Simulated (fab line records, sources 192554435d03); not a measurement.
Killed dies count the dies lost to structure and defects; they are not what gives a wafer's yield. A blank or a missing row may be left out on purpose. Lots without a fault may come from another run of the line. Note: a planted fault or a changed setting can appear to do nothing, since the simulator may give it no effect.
Matching of chambers || flow n5Finfet || rieDiel-04 running N5_BEOL_M8_STRIP_19: 4 sister chambers
The step strips in O2. 14 wafers are shown with their chamber, then 7 later ones without.

## WAFERS WITH THEIR CHAMBER
{"wafer": "L074.4", "chamber": 2, "drypumpMotorCurrentA (A)": 5.8, "showerheadPlenumPTorr (Torr)": 2.03, "throttleValvePct (%)": 16.47}
{"wafer": "L074.5", "chamber": 3, "drypumpMotorCurrentA (A)": 5.8, "showerheadPlenumPTorr (Torr)": 2.07, "throttleValvePct (%)": 16.50}
{"wafer": "L074.6", "chamber": 0, "drypumpMotorCurrentA (A)": 5.7, "showerheadPlenumPTorr (Torr)": 2.22, "throttleValvePct (%)": 16.35}
{"wafer": "L077.1", "chamber": 0, "drypumpMotorCurrentA (A)": 5.7, "showerheadPlenumPTorr (Torr)": 2.21, "throttleValvePct (%)": 16.38}
{"wafer": "L077.3", "chamber": 2, "drypumpMotorCurrentA (A)": 5.7, "showerheadPlenumPTorr (Torr)": 2.03, "throttleValvePct (%)": 16.52}
{"wafer": "L077.5", "chamber": 3, "drypumpMotorCurrentA (A)": 5.8, "showerheadPlenumPTorr (Torr)": 2.06, "throttleValvePct (%)": 16.52}
{"wafer": "L078.2", "chamber": 2, "drypumpMotorCurrentA (A)": 5.7, "showerheadPlenumPTorr (Torr)": 2.03, "throttleValvePct (%)": 16.50}
{"wafer": "L078.4", "chamber": 0, "drypumpMotorCurrentA (A)": 5.7, "showerheadPlenumPTorr (Torr)": 2.21, "throttleValvePct (%)": 16.40}
{"wafer": "L078.5", "chamber": 0, "drypumpMotorCurrentA (A)": 5.7, "showerheadPlenumPTorr (Torr)": 2.21, "throttleValvePct (%)": 16.39}
{"wafer": "L086.3", "chamber": 3, "drypumpMotorCurrentA (A)": 5.8, "showerheadPlenumPTorr (Torr)": 2.06, "throttleValvePct (%)": 16.55}
{"wafer": "L086.4", "chamber": 2, "drypumpMotorCurrentA (A)": 5.7, "showerheadPlenumPTorr (Torr)": 2.02, "throttleValvePct (%)": 16.53}
{"wafer": "L086.5", "chamber": 1, "drypumpMotorCurrentA (A)": 6.4, "showerheadPlenumPTorr (Torr)": 2.12, "throttleValvePct (%)": 16.83}
{"wafer": "L087.3", "chamber": 1, "drypumpMotorCurrentA (A)": 6.4, "showerheadPlenumPTorr (Torr)": 2.12, "throttleValvePct (%)": 16.85}
{"wafer": "L087.5", "chamber": 2, "drypumpMotorCurrentA (A)": 5.7, "showerheadPlenumPTorr (Torr)": 2.02, "throttleValvePct (%)": 16.53}

SIGNATURES (means of the wafers above)
{"reading": "drypumpMotorCurrentA", "chamber 0": 5.700, "chamber 1": 6.400, "chamber 2": 5.720, "chamber 3": 5.800, "scatter within a chamber": 0.0283}
{"reading": "showerheadPlenumPTorr", "chamber 0": 2.2125, "chamber 1": 2.1200, "chamber 2": 2.0260, "chamber 3": 2.0633, "scatter within a chamber": 0.00512}
{"reading": "throttleValvePct", "chamber 0": 16.3800, "chamber 1": 16.8400, "chamber 2": 16.5100, "chamber 3": 16.5233, "scatter within a chamber": 0.0234}
Rule: distance of a wafer from a chamber = root of the sum over the readings of ((wafer's reading minus chamber's mean) / reading's scatter) squared. The wafer belongs to the nearest chamber; if the next one is less than 2 further off, it can't be placed. The scatter: the root of (the sum of the squares of (reading less its chamber's mean) over the shown wafers, divided by (wafers less chambers)).

## WAFERS WHOSE CHAMBER IS MISSING
{"wafer": "L087.6", "drypumpMotorCurrentA (A)": 6.4, "showerheadPlenumPTorr (Torr)": 2.12, "throttleValvePct (%)": 16.84}
{"wafer": "L089.1", "drypumpMotorCurrentA (A)": 5.8, "showerheadPlenumPTorr (Torr)": 2.06, "throttleValvePct (%)": 16.57}
{"wafer": "L089.3", "drypumpMotorCurrentA (A)": 6.4, "showerheadPlenumPTorr (Torr)": 2.12, "throttleValvePct (%)": 16.88}
{"wafer": "L089.4", "drypumpMotorCurrentA (A)": 5.7, "showerheadPlenumPTorr (Torr)": 2.20, "throttleValvePct (%)": 16.41}
{"wafer": "L090.2", "drypumpMotorCurrentA (A)": 5.8, "showerheadPlenumPTorr (Torr)": 2.02, "throttleValvePct (%)": 16.54}
{"wafer": "L090.3", "drypumpMotorCurrentA (A)": 5.7, "showerheadPlenumPTorr (Torr)": 2.20, "throttleValvePct (%)": 16.43}
{"wafer": "L090.4", "drypumpMotorCurrentA (A)": 6.4, "showerheadPlenumPTorr (Torr)": 2.12, "throttleValvePct (%)": 16.86}

## THE CHAMBER EACH PASSED THROUGH
{"wafer": "L087.6", "from the rows above": 1, "in truth": 1}
{"wafer": "L089.1", "from the rows above": 3, "in truth": 3}
{"wafer": "L089.3", "from the rows above": 1, "in truth": 1}
{"wafer": "L089.4", "from the rows above": 0, "in truth": 0}
{"wafer": "L090.2", "from the rows above": 2, "in truth": 2}
{"wafer": "L090.3", "from the rows above": 0, "in truth": 0}
{"wafer": "L090.4", "from the rows above": 1, "in truth": 1}
Correct placement for 7 of the 7. Not placeable from these rows: 0. 0 placed wrongly.
